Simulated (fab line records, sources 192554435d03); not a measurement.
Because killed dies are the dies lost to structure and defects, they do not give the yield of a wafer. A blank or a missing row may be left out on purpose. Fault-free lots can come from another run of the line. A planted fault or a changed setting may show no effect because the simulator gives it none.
Which of the tools did it? / flow n5-finfet / 8 lots, 24 wafers sampled, at 7 steps of a route of 1938

== WHAT THE GAUGES READ, wafer by wafer ==
N5_BEOL_M0_RS_MEAS_126: uses a four-point probe to measure.
lot=L395; measured=day 6 23:38; on=film-metro-02; M0_RS (ohm/sq)=0.510 0.553 0.531
lot=L403; measured=day 8 14:18; on=film-metro-01; M0_RS (ohm/sq)=0.545 0.539 0.515
lot=L407; measured=day 9 10:42; on=film-metro-01; M0_RS (ohm/sq)=0.543 0.524 0.537
lot=L408; measured=day 9 14:52; on=film-metro-02; M0_RS (ohm/sq)=0.685 0.666 0.678
lot=L409; measured=day 10 02:59; on=film-metro-01; M0_RS (ohm/sq)=0.750 0.720 0.732
lot=L412; measured=day 10 16:07; on=film-metro-02; M0_RS (ohm/sq)=0.553 0.556 0.555
lot=L414; measured=day 11 16:22; on=film-metro-02; M0_RS (ohm/sq)=0.554 0.535 0.538
lot=L416; measured=day 11 17:53; on=film-metro-02; M0_RS (ohm/sq)=0.534 0.526 0.538

N5_BEOL_M4_RC_MEAS_101.
lot=L395; measured=day 12 02:29; on=prober-01; DIBL_N (mV/V)=36.3 33.2 36.7; DIBL_P (mV/V)=33 30 35; IOFF_N (nA/um)=0.14 0.10 0.14; IOFF_P (nA/um)=0.18 0.15 0.21; ION_N (uA/um)=650 672 682; ION_P (uA/um)=449 459 470; SS_N (mV/dec)=71.9 71.6 72.0; SS_P (mV/dec)=72.9 72.3 73.0; VT_N (mV)=254 255 253; VT_P (mV)=-250 -253 -250
lot=L403; measured=day 13 15:51; on=prober-01; DIBL_N (mV/V)=33.8 34.2 34.2; DIBL_P (mV/V)=34 34 34; IOFF_N (nA/um)=0.16 0.14 0.15; IOFF_P (nA/um)=0.22 0.21 0.21; ION_N (uA/um)=667 662 684; ION_P (uA/um)=462 460 474; SS_N (mV/dec)=71.5 71.5 71.1; SS_P (mV/dec)=73.0 72.4 73.1; VT_N (mV)=248 250 248; VT_P (mV)=-248 -249 -249
lot=L407; measured=day 15 11:49; on=prober-02; DIBL_N (mV/V)=36.9 38.7 39.8; DIBL_P (mV/V)=34 37 37; IOFF_N (nA/um)=0.16 0.19 0.22; IOFF_P (nA/um)=0.20 0.24 0.24; ION_N (uA/um)=689 693 688; ION_P (uA/um)=470 472 465; SS_N (mV/dec)=70.9 71.8 71.8; SS_P (mV/dec)=72.9 74.2 73.6; VT_N (mV)=249 243 243; VT_P (mV)=-247 -245 -247
lot=L408; measured=day 15 08:42; on=prober-01; DIBL_N (mV/V)=35.5 37.7 33.9; DIBL_P (mV/V)=36 38 34; IOFF_N (nA/um)=0.15 0.20 0.13; IOFF_P (nA/um)=0.18 0.22 0.16; ION_N (uA/um)=672 686 667; ION_P (uA/um)=457 463 457; SS_N (mV/dec)=72.1 71.2 70.4; SS_P (mV/dec)=72.9 74.2 72.4; VT_N (mV)=249 244 248; VT_P (mV)=-253 -251 -255
lot=L409; measured=day 14 17:44; on=prober-01; DIBL_N (mV/V)=31.4 37.2 36.4; DIBL_P (mV/V)=30 36 35; IOFF_N (nA/um)=0.09 0.19 0.16; IOFF_P (nA/um)=0.13 0.20 0.19; ION_N (uA/um)=645 672 668; ION_P (uA/um)=446 462 458; SS_N (mV/dec)=69.8 71.5 71.4; SS_P (mV/dec)=72.4 73.5 73.7; VT_N (mV)=255 247 250; VT_P (mV)=-258 -249 -254
lot=L412; measured=day 17 04:29; on=prober-01; DIBL_N (mV/V)=35.1 36.6 35.3; DIBL_P (mV/V)=37 38 37; IOFF_N (nA/um)=0.15 0.19 0.15; IOFF_P (nA/um)=0.23 0.23 0.21; ION_N (uA/um)=659 682 665; ION_P (uA/um)=460 457 454; SS_N (mV/dec)=71.3 72.4 71.9; SS_P (mV/dec)=73.8 73.2 73.4; VT_N (mV)=250 248 252; VT_P (mV)=-250 -250 -250
lot=L414; measured=day 17 04:50; on=prober-02; DIBL_N (mV/V)=40.9 40.3 39.2; DIBL_P (mV/V)=44 43 41; IOFF_N (nA/um)=0.28 0.30 0.26; IOFF_P (nA/um)=0.38 0.36 0.31; ION_N (uA/um)=686 695 685; ION_P (uA/um)=469 472 464; SS_N (mV/dec)=73.0 72.4 72.8; SS_P (mV/dec)=75.4 74.8 75.0; VT_N (mV)=241 239 243; VT_P (mV)=-241 -240 -243
lot=L416; measured=day 17 10:15; on=prober-01; DIBL_N (mV/V)=37.5 40.1 37.4; DIBL_P (mV/V)=39 42 38; IOFF_N (nA/um)=0.20 0.24 0.19; IOFF_P (nA/um)=0.25 0.29 0.24; ION_N (uA/um)=683 679 681; ION_P (uA/um)=463 461 466; SS_N (mV/dec)=72.7 72.7 72.0; SS_P (mV/dec)=73.3 74.2 73.7; VT_N (mV)=246 246 247; VT_P (mV)=-248 -248 -247

== WHAT TOOL EACH LOT RAN ON (gives the tool, then ch and the chambers of the sampled wafers, and finally the start) ==
lot=L395; N5_BEOL_M0_SAQP_PECVD_00=pecvd-03 ch 0,2, day 6 00:18; N5_BEOL_M0_SAQP_ILD_DEP_01=pecvd-03 ch 0,2, day 6 00:20; N5_BEOL_M0_SAQP_PECVD_97=pecvd-02 ch 0,2, day 6 06:55; N5_BEOL_M0_SAQP_HM_DEP_111=pecvd-03 ch 0,1,2, day 6 07:05; N5_BEOL_M0_ETCH_109=rie-diel-03 ch 0,1,2, day 6 20:14
lot=L403; N5_BEOL_M0_SAQP_PECVD_00=pecvd-02 ch 0,1,2, day 7 22:10; N5_BEOL_M0_SAQP_ILD_DEP_01=pecvd-02 ch 0,1,2, day 7 22:11; N5_BEOL_M0_SAQP_PECVD_97=pecvd-02 ch 0,2, day 7 23:50; N5_BEOL_M0_SAQP_HM_DEP_111=pecvd-02 ch 0,1,2, day 8 00:00; N5_BEOL_M0_ETCH_109=rie-diel-04 ch 0,2,3, day 8 11:24
lot=L407; N5_BEOL_M0_SAQP_PECVD_00=pecvd-03 ch 1,2, day 8 18:10; N5_BEOL_M0_SAQP_ILD_DEP_01=pecvd-03 ch 1,2, day 8 18:11; N5_BEOL_M0_SAQP_PECVD_97=pecvd-01 ch 0,1,2, day 8 18:53; N5_BEOL_M0_SAQP_HM_DEP_111=pecvd-03 ch 0,2, day 8 19:04; N5_BEOL_M0_ETCH_109=rie-diel-04 ch 1,2,3, day 9 06:11
lot=L408; N5_BEOL_M0_SAQP_PECVD_00=pecvd-02 ch 1,2, day 9 01:43; N5_BEOL_M0_SAQP_ILD_DEP_01=pecvd-02 ch 1,2, day 9 01:44; N5_BEOL_M0_SAQP_PECVD_97=pecvd-02 ch 0,1,2, day 9 02:43; N5_BEOL_M0_SAQP_HM_DEP_111=pecvd-03 ch 1,2, day 9 02:53; N5_BEOL_M0_ETCH_109=rie-diel-03 ch 0,1,2, day 9 10:00
lot=L409; N5_BEOL_M0_SAQP_PECVD_00=pecvd-03 ch 0,2, day 9 12:19; N5_BEOL_M0_SAQP_ILD_DEP_01=pecvd-03 ch 0,2, day 9 12:21; N5_BEOL_M0_SAQP_PECVD_97=pecvd-03 ch 0,2, day 9 13:01; N5_BEOL_M0_SAQP_HM_DEP_111=pecvd-03 ch 0,2, day 9 13:15; N5_BEOL_M0_ETCH_109=rie-diel-04 ch 0,1,3, day 9 22:23
lot=L412; N5_BEOL_M0_SAQP_PECVD_00=pecvd-01 ch 0,1,2, day 10 01:18; N5_BEOL_M0_SAQP_ILD_DEP_01=pecvd-01 ch 0,1,2, day 10 01:20; N5_BEOL_M0_SAQP_PECVD_97=pecvd-02 ch 0,2, day 10 02:32; N5_BEOL_M0_SAQP_HM_DEP_111=pecvd-03 ch 0,2, day 10 02:45; N5_BEOL_M0_ETCH_109=rie-diel-03 ch 2,3, day 10 12:44
lot=L414; N5_BEOL_M0_SAQP_PECVD_00=pecvd-02 ch 0,1,2, day 10 16:34; N5_BEOL_M0_SAQP_ILD_DEP_01=pecvd-02 ch 0,1,2, day 10 16:35; N5_BEOL_M0_SAQP_PECVD_97=pecvd-02 ch 0,2, day 10 19:59; N5_BEOL_M0_SAQP_HM_DEP_111=pecvd-03 ch 1,2, day 10 20:10; N5_BEOL_M0_ETCH_109=rie-diel-03 ch 0,2,3, day 11 10:44
lot=L416; N5_BEOL_M0_SAQP_PECVD_00=pecvd-01 ch 0,1,2, day 11 01:59; N5_BEOL_M0_SAQP_ILD_DEP_01=pecvd-01 ch 0,1,2, day 11 02:01; N5_BEOL_M0_SAQP_PECVD_97=pecvd-01 ch 0,1,2, day 11 04:12; N5_BEOL_M0_SAQP_HM_DEP_111=pecvd-03 ch 0,1,2, day 11 04:23; N5_BEOL_M0_ETCH_109=rie-diel-04 ch 0,3, day 11 15:25
- N5_BEOL_M0_SAQP_PECVD_00: deposits SiCN from 3MS/NH3, target thk 8 nm, time 14 s.
- N5_BEOL_M0_SAQP_ILD_DEP_01: deposits SiOC from DEMS/O2, target thk 45.419 nm, time 8.7 s.
- N5_BEOL_M0_SAQP_PECVD_97: deposits SiNx from SiH4/NH3/N2, target thk 23 nm, time 19.9 s.
- N5_BEOL_M0_SAQP_HM_DEP_111: deposits SiO2 from SiH4/N2O, target thk 12 nm, time 7.2 s.
- N5_BEOL_M0_ETCH_109: etches SiCN in CH3F/O2, target depth 8 nm, overetch 2.4 nm, time 27.4 s.

== AS READ BY THE TOOLS THEMSELVES (means over the sampled wafers that have a number; for cases with no such wafer, the mark the record gives instead) ==
N5_BEOL_M0_SAQP_PECVD_00.
lot=L395; tool=pecvd-03; chamber-pressure-Torr (Torr)=3.001; rf-fwd-power-W (W)=197.4; showerhead-plenum-p-Torr (Torr)=3.667; showerhead-vpp-V (V)=869; throttle-valve-pct (%)=8.7
lot=L403; tool=pecvd-02; chamber-pressure-Torr (Torr)=3.005; rf-fwd-power-W (W)=199.5; showerhead-plenum-p-Torr (Torr)=3.655; showerhead-vpp-V (V)=882; throttle-valve-pct (%)=8.8
lot=L407; tool=pecvd-03; chamber-pressure-Torr (Torr)=2.999; rf-fwd-power-W (W)=197.3; showerhead-plenum-p-Torr (Torr)=3.658; showerhead-vpp-V (V)=848; throttle-valve-pct (%)=8.7
lot=L408; tool=pecvd-02; chamber-pressure-Torr (Torr)=-; rf-fwd-power-W (W)=-; showerhead-plenum-p-Torr (Torr)=-; showerhead-vpp-V (V)=-; throttle-valve-pct (%)=-
lot=L409; tool=pecvd-03; chamber-pressure-Torr (Torr)=-; rf-fwd-power-W (W)=-; showerhead-plenum-p-Torr (Torr)=-; showerhead-vpp-V (V)=-; throttle-valve-pct (%)=-
lot=L412; tool=pecvd-01; chamber-pressure-Torr (Torr)=2.998; rf-fwd-power-W (W)=197.8; showerhead-plenum-p-Torr (Torr)=3.658; showerhead-vpp-V (V)=868; throttle-valve-pct (%)=9.0
lot=L414; tool=pecvd-02; chamber-pressure-Torr (Torr)=3.003; rf-fwd-power-W (W)=199.1; showerhead-plenum-p-Torr (Torr)=3.663; showerhead-vpp-V (V)=871; throttle-valve-pct (%)=8.7
lot=L416; tool=pecvd-01; chamber-pressure-Torr (Torr)=2.999; rf-fwd-power-W (W)=197.0; showerhead-plenum-p-Torr (Torr)=3.663; showerhead-vpp-V (V)=859; throttle-valve-pct (%)=9.0

N5_BEOL_M0_SAQP_ILD_DEP_01.
lot=L395; tool=pecvd-03; heater-power-w (W)=490; showerhead-plenum-p-Torr (Torr)=5.698; showerhead-vpp-V (V)=1375; throttle-valve-pct (%)=11.7
lot=L403; tool=pecvd-02; heater-power-w (W)=533; showerhead-plenum-p-Torr (Torr)=5.699; showerhead-vpp-V (V)=1379; throttle-valve-pct (%)=11.7
lot=L407; tool=pecvd-03; heater-power-w (W)=545; showerhead-plenum-p-Torr (Torr)=5.688; showerhead-vpp-V (V)=1327; throttle-valve-pct (%)=11.7
lot=L408; tool=pecvd-02; heater-power-w (W)=540; showerhead-plenum-p-Torr (Torr)=5.700; showerhead-vpp-V (V)=1415; throttle-valve-pct (%)=11.9
lot=L409; tool=pecvd-03; heater-power-w (W)=471; showerhead-plenum-p-Torr (Torr)=5.692; showerhead-vpp-V (V)=1355; throttle-valve-pct (%)=12.0
lot=L412; tool=pecvd-01; heater-power-w (W)=467; showerhead-plenum-p-Torr (Torr)=5.691; showerhead-vpp-V (V)=1360; throttle-valve-pct (%)=11.8
lot=L414; tool=pecvd-02; heater-power-w (W)=518; showerhead-plenum-p-Torr (Torr)=5.687; showerhead-vpp-V (V)=1383; throttle-valve-pct (%)=11.6
lot=L416; tool=pecvd-01; heater-power-w (W)=468; showerhead-plenum-p-Torr (Torr)=5.687; showerhead-vpp-V (V)=1356; throttle-valve-pct (%)=11.7

N5_BEOL_M0_SAQP_PECVD_97.
lot=L395; tool=pecvd-02; chamber-pressure-Torr (Torr)=1.501; heater-power-outer-w (W)=360; heater-power-w (W)=602; showerhead-plenum-p-Torr (Torr)=5.09; showerhead-vpp-V (V)=1064; throttle-valve-pct (%)=37.0
lot=L403; tool=pecvd-02; chamber-pressure-Torr (Torr)=1.503; heater-power-outer-w (W)=305; heater-power-w (W)=532; showerhead-plenum-p-Torr (Torr)=5.10; showerhead-vpp-V (V)=1048; throttle-valve-pct (%)=37.8
lot=L407; tool=pecvd-01; chamber-pressure-Torr (Torr)=1.499; heater-power-outer-w (W)=327; heater-power-w (W)=551; showerhead-plenum-p-Torr (Torr)=5.14; showerhead-vpp-V (V)=1064; throttle-valve-pct (%)=39.2
lot=L408; tool=pecvd-02; chamber-pressure-Torr (Torr)=1.495; heater-power-outer-w (W)=313; heater-power-w (W)=557; showerhead-plenum-p-Torr (Torr)=5.13; showerhead-vpp-V (V)=1079; throttle-valve-pct (%)=38.9
lot=L409; tool=pecvd-03; chamber-pressure-Torr (Torr)=1.500; heater-power-outer-w (W)=316; heater-power-w (W)=541; showerhead-plenum-p-Torr (Torr)=5.18; showerhead-vpp-V (V)=1090; throttle-valve-pct (%)=40.8
lot=L412; tool=pecvd-02; chamber-pressure-Torr (Torr)=1.504; heater-power-outer-w (W)=314; heater-power-w (W)=544; showerhead-plenum-p-Torr (Torr)=5.10; showerhead-vpp-V (V)=1067; throttle-valve-pct (%)=37.7
lot=L414; tool=pecvd-02; chamber-pressure-Torr (Torr)=1.498; heater-power-outer-w (W)=339; heater-power-w (W)=570; showerhead-plenum-p-Torr (Torr)=5.08; showerhead-vpp-V (V)=1050; throttle-valve-pct (%)=37.3
lot=L416; tool=pecvd-01; chamber-pressure-Torr (Torr)=1.499; heater-power-outer-w (W)=335; heater-power-w (W)=573; showerhead-plenum-p-Torr (Torr)=5.15; showerhead-vpp-V (V)=1056; throttle-valve-pct (%)=39.2

N5_BEOL_M0_SAQP_HM_DEP_111.
lot=L395; tool=pecvd-03; heater-power-w (W)=790; showerhead-plenum-p-Torr (Torr)=8.12; showerhead-vpp-V (V)=1012
lot=L403; tool=pecvd-02; heater-power-w (W)=814; showerhead-plenum-p-Torr (Torr)=8.11; showerhead-vpp-V (V)=1037
lot=L407; tool=pecvd-03; heater-power-w (W)=770; showerhead-plenum-p-Torr (Torr)=8.23; showerhead-vpp-V (V)=1042
lot=L408; tool=pecvd-03; heater-power-w (W)=773; showerhead-plenum-p-Torr (Torr)=7.99; showerhead-vpp-V (V)=990
lot=L409; tool=pecvd-03; heater-power-w (W)=837; showerhead-plenum-p-Torr (Torr)=8.11; showerhead-vpp-V (V)=1002
lot=L412; tool=pecvd-03; heater-power-w (W)=799; showerhead-plenum-p-Torr (Torr)=8.12; showerhead-vpp-V (V)=1013
lot=L414; tool=pecvd-03; heater-power-w (W)=758; showerhead-plenum-p-Torr (Torr)=7.99; showerhead-vpp-V (V)=984
lot=L416; tool=pecvd-03; heater-power-w (W)=730; showerhead-plenum-p-Torr (Torr)=8.09; showerhead-vpp-V (V)=1012

N5_BEOL_M0_ETCH_109.
lot=L395; tool=rie-diel-03; drypump-motor-current-A (A)=5.74; oes-product-au (a.u.)=0.66; rf-vpp-V (V)=297.3; showerhead-plenum-p-Torr (Torr)=2.00; throttle-valve-pct (%)=16.39
lot=L403; tool=rie-diel-04; drypump-motor-current-A (A)=5.50; oes-product-au (a.u.)=0.67; rf-vpp-V (V)=297.6; showerhead-plenum-p-Torr (Torr)=2.02; throttle-valve-pct (%)=16.43
lot=L407; tool=rie-diel-04; drypump-motor-current-A (A)=5.51; oes-product-au (a.u.)=0.68; rf-vpp-V (V)=298.4; showerhead-plenum-p-Torr (Torr)=2.01; throttle-valve-pct (%)=16.30
lot=L408; tool=rie-diel-03; drypump-motor-current-A (A)=5.75; oes-product-au (a.u.)=0.28; rf-vpp-V (V)=296.8; showerhead-plenum-p-Torr (Torr)=2.00; throttle-valve-pct (%)=16.43
lot=L409; tool=rie-diel-04; drypump-motor-current-A (A)=5.67; oes-product-au (a.u.)=0.32; rf-vpp-V (V)=296.9; showerhead-plenum-p-Torr (Torr)=1.98; throttle-valve-pct (%)=16.27
lot=L412; tool=rie-diel-03; drypump-motor-current-A (A)=5.75; oes-product-au (a.u.)=0.65; rf-vpp-V (V)=296.4; showerhead-plenum-p-Torr (Torr)=1.97; throttle-valve-pct (%)=16.34
lot=L414; tool=rie-diel-03; drypump-motor-current-A (A)=5.72; oes-product-au (a.u.)=0.62; rf-vpp-V (V)=296.9; showerhead-plenum-p-Torr (Torr)=1.98; throttle-valve-pct (%)=16.38
lot=L416; tool=rie-diel-04; drypump-motor-current-A (A)=5.66; oes-product-au (a.u.)=0.71; rf-vpp-V (V)=296.7; showerhead-plenum-p-Torr (Torr)=1.98; throttle-valve-pct (%)=16.43

== THE ANSWER, worked out from the rows above alone ==
Rule: what is usual is taken from the lots themselves. Put in order of their means at a reading, lots are off if they are a third of the lots or fewer, leave a main group of 4 or more, and stand apart from it by a gap of 3 or more times the standard deviation of the main group's means; of several such gaps the widest counts. Not used: any main group whose means are identical at the precision the tables above print for the reading. Also off: a lot with no number at a reading for which 4 or more lots have one. The other lots that the step has rows for count as sound. The gauges are gone through in route order, then the tools' own readings, and for those a lot's mean is taken as printed above. The first step at which some lot is off is used, and at that step the reading that is off furthest; a lot without a number counts as furthest.
Off: at N5_BEOL_M0_RS_MEAS_126 (M0_RS), L408, L409. Mean 0.538 ohm/sq and standard deviation 0.0082 in the main group.
If a tool, at a process step before that reading, ran all the lots that are off and no sound lot after the first of them, it fits. The gauges at N5_BEOL_M0_RS_MEAS_126 aren't tried: what is off there is off at N5_BEOL_M0_SAQP_PECVD_00 too, on other tools, and a gauge's error can't cause that. No candidate that was tried fits.

== WHAT THE SIMULATOR HAD PUT IN ==
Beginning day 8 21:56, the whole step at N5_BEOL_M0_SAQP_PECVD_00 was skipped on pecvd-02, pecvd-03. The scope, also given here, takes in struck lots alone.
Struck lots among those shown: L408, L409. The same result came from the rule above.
